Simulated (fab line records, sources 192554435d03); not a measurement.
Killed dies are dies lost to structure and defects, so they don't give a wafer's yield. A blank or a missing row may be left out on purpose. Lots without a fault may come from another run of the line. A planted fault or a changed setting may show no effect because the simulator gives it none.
Which tool did it? | flow n5_finfet | 7 lots, 21 wafers sampled, at 5 steps of a route of 1938

WHAT THE GAUGES READ, wafer by wafer
N5_BEOL_M11_CD_MEAS_11: target cd 64.1 nm.
lot  | measured     | on        | cd_nm (nm)
L515 | day 10 08:50 | cd_sem-02 | 64.5 64.8 64.6
L517 | day 10 21:53 | cd_sem-02 | 63.7 64.0 63.7
L521 | day 11 14:11 | cd_sem-03 | 64.9 64.9 64.9
L522 | day 11 15:34 | cd_sem-02 | 57.2 57.4 57.2
L526 | day 12 21:59 | cd_sem-01 | 58.0 57.4 57.6
L532 | day 14 14:29 | cd_sem-02 | 63.9 63.9 64.9
L535 | day 15 09:14 | cd_sem-02 | 64.6 64.0 63.9

WHICH TOOL RAN EACH LOT (tool, then ch and the chambers of the sampled wafers, then the start)
lot  | N5_BEOL_M10_SPUTTER_48       | N5_BEOL_M10_ANNEAL_51            | N5_BEOL_M11_ILD_DEP_00          | N5_BEOL_M11_EXPOSE_08
L515 | pvd_sputter-02, day 10 05:58 | rtp_anneal-02 ch 0, day 10 06:29 | pecvd-03 ch 0,1,2, day 10 07:16 | arfi_scanner-01 ch 0, day 10 08:43
L517 | pvd_sputter-03, day 10 19:35 | rtp_anneal-02 ch 0, day 10 19:54 | pecvd-03 ch 0,2, day 10 20:37   | arfi_scanner-01 ch 0, day 10 21:46
L521 | pvd_sputter-03, day 11 11:22 | rtp_anneal-02 ch 0, day 11 11:35 | pecvd-04 ch 0,1,2, day 11 12:23 | arfi_scanner-02 ch 0, day 11 14:04
L522 | pvd_sputter-03, day 11 12:10 | rtp_anneal-02 ch 0, day 11 12:24 | pecvd-03 ch 1,2, day 11 13:11   | arfi_scanner-01 ch 0, day 11 15:26
L526 | pvd_sputter-01, day 12 18:50 | rtp_anneal-01 ch 0, day 12 19:13 | pecvd-04 ch 0,1, day 12 19:57   | arfi_scanner-01 ch 0, day 12 21:52
L532 | pvd_sputter-01, day 14 10:40 | rtp_anneal-01 ch 0, day 14 11:04 | pecvd-01 ch 0,2, day 14 11:51   | arfi_scanner-02 ch 0, day 14 14:22
L535 | pvd_sputter-02, day 15 03:23 | rtp_anneal-02 ch 0, day 15 03:56 | pecvd-04 ch 0,1,2, day 15 04:37 | arfi_scanner-03 ch 0, day 15 09:07
- N5_BEOL_M10_SPUTTER_48: material Cu, target thk 12 nm, time 2 s.
- N5_BEOL_M10_ANNEAL_51: time 90 s.
- N5_BEOL_M11_ILD_DEP_00: deposits SiCOH lowk from DEMS/porogen, target thk 308.51 nm, time 58 s.
- N5_BEOL_M11_EXPOSE_08: exposes mask M11.

THE ANSWER, worked out from the rows above alone
Rule: what is usual is taken from the lots themselves. Put in order of their means at a reading, lots are off if they are a third of the lots or fewer, leave a main group of 4 or more, and stand apart from it by a gap of 3 or more times the standard deviation of the main group's means; of several such gaps the widest counts. A main group whose means are all the same, to the digits that the tables above print for the reading, isn't used. A lot without any number at a reading at which 4 lots or more have one is off too. The other lots that the step has rows for count as sound.
Off: L522, L526, at N5_BEOL_M11_CD_MEAS_11 (cd_nm). The main group: mean 64.3 nm, standard deviation 0.38.
A tool fits if, at a process step before that reading, it ran every lot that is off, and no sound lot after the first of them. The gauges at N5_BEOL_M11_CD_MEAS_11 are tried like those tools. One fits: arfi_scanner-01 at N5_BEOL_M11_EXPOSE_08. Its last sound lot is L517 (day 10 21:46), its first lot that is off L522 (day 11 15:26): a fault that began between those two fits.

WHAT THE SIMULATOR HAD PUT IN
Process parameter drift: arfi_scanner-01, from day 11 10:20 on, at N5_BEOL_M11_EXPOSE_08. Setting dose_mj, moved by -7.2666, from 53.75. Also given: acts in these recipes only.
Lots struck among those shown: L522, L526. The rule above found the same.
